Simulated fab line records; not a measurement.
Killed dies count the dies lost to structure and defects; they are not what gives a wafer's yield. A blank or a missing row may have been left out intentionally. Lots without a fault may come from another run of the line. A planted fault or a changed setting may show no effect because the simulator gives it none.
fab line records	flow n5-finfet
record lots=11	wafers=30	last-day=18
route steps=1938 shown DUMMY_GATE@242 SD_EPI_N@262 BEOL_M4@1111 PASSIVATION@1936
lots with no fault: from the same line, run without faults
start-h: hours from the record's opening day to when the first of the lot's shown wafers began	wait-h: hours elapsed since this lot's preceding step	" the same as in the row above	L1.1+2: a row that stands for several wafers	- no value, or no start was given	* or withheld: withheld	< > ~ a bound
route shown NAME@n: names a module that has steps shown in the file, with the first one's number in the route	usual: average and standard deviation across the fault-free wafers	same: alike in all rows	chamber/n: place in a boat	sites: each site's reading	_std_site: the standard deviation of these	_edge_site: mean of outer sites minus mean of inner sites	radius-mm: how far each site lies from the wafer's centre	mask NAME#n: copy n	behind: tool/chamber where the wafer was last shaped	hold: why the lot was held/for how many hours/how that ended	device: transistor that didn't switch, given as n, p or np	end of line: tests run on the same wafers once the route is complete	a step given without rows: its recipe and nothing more	killed: dies that structure and defects cost at the first sort, which is not the same as the wafer's yield	map: per-die view of a wafer (x killed, . not killed, _ where there is no die)
set.NAME: the setting as run; set.NAME@STEP: as run at that earlier step	model.NAME: the simulator's own value behind a step, which no gauge read
a sample of lots followed through the steps of the route, with each step as a table and each wafer as a row
services: the hour from which a tool's chamber was out of use, counted from the record's first day as start-h (under 0 if before that day), plus the number of hours and why
## steps
# step N5_DUMMY_GATE_CD_MEAS_50
# recipe target-cd-nm=14
# usual cd-nm=13.98/0.29
lot.wafer	tool	chamber	start-h	wait-h	cd-nm
L719.1	cd-sem-03	-	47.12	0.0	13.90
L719.4	"	-	"	"	14.31
L719.5	"	-	"	"	13.99
L720.2	cd-sem-02	-	51.96	0.0	13.79
L720.3	"	-	"	"	13.72
L720.6	"	-	"	"	13.85
L721.2	cd-sem-02	-	60.07	0.0	13.85
L721.4	"	-	"	"	13.73
L721.6	"	-	"	"	13.53
L724.1	cd-sem-02	-	76.83	0.0	13.94
L724.3	"	-	"	"	14.07
L726.4	cd-sem-01	-	88.40	0.0	14.02
L726.6	"	-	"	"	13.51
L728.4	cd-sem-01	-	103.54	0.0	14.13
L728.6	"	-	"	"	13.62
L732.2	cd-sem-01	-	125.10	0.0	14.34
L732.4	"	-	"	"	13.82
L732.6	"	-	"	"	13.71
L738.1	cd-sem-03	-	161.23	0.0	14.06
L738.2	"	-	"	"	13.53
L738.5	"	-	"	"	13.80
L739.2	cd-sem-03	-	165.97	0.0	14.07
L739.3	"	-	"	"	14.27
L739.4	"	-	"	"	14.11
L741.1	cd-sem-01	-	180.29	0.0	13.88
L741.3	"	-	"	"	14.69
L741.5	"	-	"	"	14.22
L742.2	cd-sem-01	-	184.37	0.0	13.96
L742.3	"	-	"	"	13.98
L742.5	"	-	"	"	13.65
# step N5_DUMMY_GATE_ETCH_32
# recipe chemistry=CF4	target=SiO2	target-depth-a=35	time-s=3.9	ion-energy-ev=350	pressure-mtorr=10	icp-w=800	bias-w=400	cf4-flow-sccm=80
# usual chamber-pressure-mTorr=9.999/0.0093	drypump-motor-current-A=5.7/0.4	oes-product-au=1.000/0.018	throttle-valve-pct=21.79/0.2
lot.wafer	tool	chamber	start-h	wait-h	chamber-pressure-mTorr	drypump-motor-current-A	oes-product-au	rf-hours-counter-h	throttle-valve-pct
L719.1	rie-si-04	0	47.41	0.1	9.989	6.5	1.023	74	21.33
L719.4	"	1	"	"	10.000	5.5	1.004	14	22.05
L719.5	"	0	"	"	9.994	6.4	1.036	-	21.33
L720.2	rie-si-03	2	52.25	0.1	10.007	6.1	0.990	79	21.88
L720.3	"	3	"	"	10.017	5.8	1.008	169	21.81
L720.6	"	1	"	"	9.980	5.7	1.002	-	21.86
L721.2	rie-si-04	0	60.37	0.1	9.988	6.4	1.041	74	21.35
L721.4	"	3	"	"	9.996	5.8	0.985	4	21.82
L721.6	"	3	"	"	10.010	5.8	0.984	-	21.79
L724.1	rie-si-03	1	77.13	0.1	10.007	5.7	1.006	89	21.87
L724.3	"	2	"	"	10.018	6.1	0.975	80	21.84
L726.4	rie-si-03	1	88.85	0.1	9.996	5.7	0.998	89	21.88
L726.6	"	0	"	"	10.006	5.4	0.996	-	21.74
L728.4	rie-si-01	1	103.82	0.1	9.994	5.9	0.989	146	21.69
L728.6	"	3	"	"	10.005	5.4	1.026	-	21.47
L732.2	rie-si-04	3	125.39	0.1	10.006	5.8	0.980	5	21.81
L732.4	"	0	"	"	10.007	6.5	1.042	75	21.35
L732.6	"	2	"	"	9.998	4.9	0.979	-	22.07
L738.1	rie-si-03	1	161.56	0.1	10.003	5.7	1.002	90	21.88
L738.2	"	3	"	"	9.997	5.8	1.002	171	21.81
L738.5	"	0	"	"	10.015	5.4	0.985	-	21.75
L739.2	rie-si-01	1	166.26	0.1	10.002	6.0	0.987	148	21.71
L739.3	"	3	"	"	10.016	5.4	1.027	172	21.49
L739.4	"	2	"	"	10.002	5.2	1.028	0	21.95
L741.1	rie-si-01	0	180.59	0.1	10.002	5.8	1.012	20	21.87
L741.3	"	3	"	"	10.011	5.4	1.019	172	21.47
L741.5	"	2	"	"	9.995	5.2	1.009	-	21.95
L742.2	rie-si-01	2	184.66	0.1	9.992	5.2	1.018	1	21.96
L742.3	"	3	"	"	10.008	5.4	1.020	172	21.47
L742.5	"	0	"	"	9.993	5.8	1.016	-	21.87
# step N5_SD_EPI_N_COAT_32
# recipe resist=SOC	temp-c=250	time-s=60	spin-rpm=1500	resist-thk-nm=350
# usual run-length-s=66.07/0.19
lot.wafer	tool	chamber	start-h	wait-h	run-length-s
L719.1	litho-track-02	0	48.53	0.0	66.33
L719.4	"	0	"	"	66.20
L719.5	"	0	"	"	66.16
L720.2	litho-track-01	0	53.44	0.0	66.43
L720.3	"	0	"	"	66.21
L720.6	"	0	"	"	66.39
L721.2	litho-track-04	0	61.49	0.0	66.10
L721.4	"	0	"	"	66.13
L721.6	"	0	"	"	66.04
L724.1	litho-track-04	0	78.29	0.0	65.92
L724.3	"	0	"	"	69.31
L726.4	litho-track-04	0	91.45	0.0	66.03
L726.6	"	0	"	"	69.01
L728.4	litho-track-04	0	105.24	0.0	65.92
L728.6	"	0	"	"	69.09
L732.2	litho-track-02	0	126.53	0.0	66.22
L732.4	"	0	"	"	66.16
L732.6	"	0	"	"	66.20
L738.1	litho-track-04	0	162.68	0.0	65.88
L738.2	"	0	"	"	66.08
L738.5	"	0	"	"	65.95
L739.2	litho-track-04	0	167.71	0.0	65.92
L739.3	"	0	"	"	65.88
L739.4	"	0	"	"	65.83
L741.1	litho-track-04	0	182.12	0.0	65.86
L741.3	"	0	"	"	65.85
L741.5	"	0	"	"	66.04
L742.2	litho-track-04	0	186.25	0.0	65.81
L742.3	"	0	"	"	65.82
L742.5	"	0	"	"	65.95
# step N5_SD_EPI_N_INSPECT_11
# recipe mode=adi	inspect-instrument=macro
# usual raw-defect-count=2.1/1.5
lot.wafer	tool	chamber	start-h	wait-h	raw-defect-count
L719.1	defect-inspect-01	-	48.84	0.0	2
L719.4	"	-	"	"	1
L719.5	"	-	"	"	0
L720.2	defect-inspect-02	-	53.87	0.0	2
L720.3	"	-	"	"	0
L720.6	"	-	"	"	3
L721.2	defect-inspect-01	-	61.91	0.0	4
L721.4	"	-	"	"	3
L721.6	"	-	"	"	0
L724.1	defect-inspect-02	-	78.58	0.0	5
L724.3	"	-	"	"	1
L726.4	defect-inspect-01	-	91.87	0.0	0
L726.6	"	-	"	"	1
L728.4	defect-inspect-02	-	105.53	0.0	0
L728.6	"	-	"	"	3
L732.2	defect-inspect-01	-	126.95	0.0	1
L732.4	"	-	"	"	0
L732.6	"	-	"	"	1
L738.1	defect-inspect-01	-	162.97	0.0	2
L738.2	"	-	"	"	1
L738.5	"	-	"	"	1
L739.2	defect-inspect-01	-	168.13	0.0	2
L739.3	"	-	"	"	2
L739.4	"	-	"	"	3
L741.1	defect-inspect-02	-	182.54	0.0	1
L741.3	"	-	"	"	4
L741.5	"	-	"	"	1
L742.2	defect-inspect-02	-	186.67	0.0	1
L742.3	"	-	"	"	3
L742.5	"	-	"	"	0
# step N5_BEOL_M4_RC_MEAS_101
# usual DIBL_N=36.5/1.4	DIBL_P=36.9/1.7	IOFF_N=0.163/0.023	IOFF_P=0.22/0.032	ION_N=673/9	ION_P=462/7.5	SS_N=71.6/0.54	SS_P=73.4/0.62	VT_N=249.8/2.8	VT_P=-250/3.5
lot.wafer	tool	chamber	start-h	wait-h	DIBL_N[mV/V]	DIBL_P[mV/V]	IOFF_N[nA/um]	IOFF_P[nA/um]	ION_N[uA/um]	ION_P[uA/um]	SS_N[mV/dec]	SS_P[mV/dec]	VT_N[mV]	VT_P[mV]
L719.1	prober-02	0	164.82	0.0	35.6	35.4	0.143	0.19	663	459	71.8	73.3	252.3	-255
L719.4	"	0	"	"	36.6	36.4	0.167	0.20	665	450	72.1	73.2	249.5	-253
L719.5	"	0	"	"	35.5	35.4	0.149	0.19	674	461	71.7	72.7	251.7	-255
L720.2	prober-01	0	167.30	0.2	35.0	35.9	0.143	0.21	657	457	71.2	73.6	253.3	-248
L720.3	"	0	"	"	37.3	38.7	0.184	0.26	680	468	71.9	74.2	247.2	-245
L720.6	"	0	"	"	36.1	37.2	0.163	0.23	663	460	72.0	73.8	250.5	-249
L721.2	prober-02	0	182.56	0.2	36.8	36.5	0.161	0.26	684	479	71.6	73.5	249.2	-243
L721.4	"	0	"	"	37.5	36.5	0.173	0.25	680	475	72.0	73.7	247.9	-248
L721.6	"	0	"	"	38.1	37.9	0.186	0.29	689	482	71.9	73.7	245.9	-244
L724.1	prober-02	0	210.53	0.0	37.1	37.7	0.158	0.21	673	458	71.7	73.4	250.3	-253
L724.3	"	0	"	"	38.4	39.6	0.184	0.24	685	471	71.8	74.1	247.9	-248
L726.4	prober-01	0	211.13	0.5	37.8	37.9	0.184	0.22	667	450	72.8	73.8	247.4	-251
L726.6	"	0	"	"	37.8	37.7	0.179	0.21	684	457	72.0	73.6	245.8	-253
L728.4	prober-02	0	216.38	0.5	35.0	37.2	0.146	0.18	671	453	71.8	72.6	250.6	-256
L728.6	"	0	"	"	34.4	36.0	0.128	0.16	662	450	71.2	72.7	254.2	-259
L732.2	prober-02	0	250.79	0.2	37.1	35.0	0.147	0.18	663	447	71.5	73.0	250.5	-255
L732.4	"	0	"	"	38.6	37.5	0.184	0.22	675	455	71.8	74.8	249.4	-252
L732.6	"	0	"	"	38.2	36.8	0.174	0.20	683	454	71.9	73.5	248.8	-253
L738.1	prober-01	0	277.93	0.0	33.6	35.0	0.123	0.19	658	461	70.9	72.6	255.1	-251
L738.2	"	0	"	"	35.3	36.8	0.146	0.21	678	464	71.4	73.4	253.1	-252
L738.5	"	0	"	"	33.0	34.3	0.114	0.18	657	461	71.1	73.1	255.0	-256
L739.2	prober-02	0	282.28	0.2	37.8	39.6	0.191	0.22	679	457	71.9	74.2	247.5	-252
L739.3	"	0	"	"	35.1	36.1	0.142	0.17	671	448	71.0	73.7	251.1	-258
L739.4	"	0	"	"	34.4	35.9	0.128	0.17	656	454	70.8	73.8	255.7	-254
L742.2	prober-02	0	303.82	0.2	37.3	36.0	0.184	0.25	675	464	71.8	73.7	246.7	-246
L742.3	"	0	"	"	38.3	37.0	0.213	0.29	673	460	71.7	74.9	245.4	-246
L742.5	"	0	"	"	37.7	35.6	0.183	0.25	673	462	72.7	74.1	249.9	-247
L741.1	prober-02	0	309.87	0.0	37.4	36.8	0.154	0.21	669	464	71.8	73.0	251.2	-249
L741.3	"	0	"	"	35.0	33.4	0.117	0.16	668	456	71.4	72.8	254.7	-253
L741.5	"	0	"	"	37.4	36.2	0.156	0.20	664	455	71.9	73.4	252.8	-249
# step N5_PASSIVATION_PROBE_49
# usual defect-limited-yield=91.2/1.4	killed_at_M0_to_M3=35/11	killed_at_M4_up=12/4.2	killed-at-contacts=13/5.6	killed-at-front-end=40/12	killed-at-other=3.3/2.6	killed-dies=103/17	killed-open=68/12	killed-short=34/7.6	sort_bin_5_function=5.1/0.95	sort_bin_6_memory=3.3/0.68	sort-n-pass=1077/17	sort-yield-pct=91.2/1.4
# same gross-dies=1180	killed-at-back-side=0	sort_bin_4_leakage[%]=0	sort_bin_8_speed[%]=0
lot.wafer	tool	chamber	start-h	wait-h	defect-limited-yield[%]	killed_at_M0_to_M3	killed_at_M4_up	killed-at-contacts	killed-at-front-end	killed-at-other	killed-dies	killed-open	killed-short	sort_bin_5_function[%]	sort_bin_6_memory[%]	sort-n-pass	sort-yield-pct[%]
L728.4	prober-02	-	321.48	0.2	92.2	43	10	5	27	7	92	62	30	5.0	2.6	1088	92.2
L728.6	prober-02	-	321.58	0.3	94.7	20	6	4	31	2	63	36	27	3.4	1.4	1117	94.7
# killed by level:class
L728.4 BEOL_M3:geometric-particle:open=12 BEOL_M2:geometric-particle:open=10 BEOL_M1:geometric-particle:open=8 FIN_SAQP:geometric-particle:short=7 MOL_CONTACT_COAG:geometric-particle:open=5 DUMMY_GATE:geometric-particle:open=4 BEOL_M0:geometric-particle:open=4 BEOL_M3:geometric-particle:short=4
L728.6 FIN_SAQP:geometric-particle:open=7 FIN_SAQP:geometric-particle:short=7 GATE_CUT:geometric-particle:short=5 BEOL_M2:geometric-particle:open=5 BEOL_M3:geometric-particle:open=5 MOL_CONTACT_COAG:geometric-particle:open=4 BEOL_M0_SAQP:geometric-particle:open=4 STARTING-WAFER:geometric-particle:short=3
## services
tool	chamber	start-h	hours	kind
rie-si-03	2	34.06	17.5	repair
rie-si-03	-	55.66	4.0	pm
rie-si-01	1	63.56	5.6	repair
rie-si-04	1	72.76	8.3	repair
litho-track-02	-	96.45	-	consumable-replace:filter
rie-si-04	0	117.91	1.8	repair
rie-si-01	2	124.27	-	clean
rie-si-01	2	124.27	15.6	scheduled-down
rie-si-01	2	124.27	15.6	vent-cycle
litho-track-04	-	155.55	-	consumable-replace:filter
rie-si-03	2	158.89	35.2	repair
rie-si-04	-	167.49	2.8	pm
## key
first-sign step=N5_SD_EPI_N_COAT_32	reading=run-length-s	direction=up	sigmas=16	usual=*	struck=*
effect none on later readings
met-at N5_SD_EPI_N_COAT_32
struck-lots L724,L726,L728
struck-wafers L724.3,L726.6,L728.6
not-acting-at N5_DUMMY_GATE_CD_MEAS_50,N5_DUMMY_GATE_ETCH_32,N5_SD_EPI_N_INSPECT_11
onset-between 61.49 78.29
fault kind=process-parameter-drift	tool=litho-track-04	chamber=-	onset-h=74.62	steps=N5_SD_EPI_N_COAT_32	channel=time-s	offset=*	shape=step	end-h=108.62	scope=struck-wafers-only	acts-in=*	stated=*
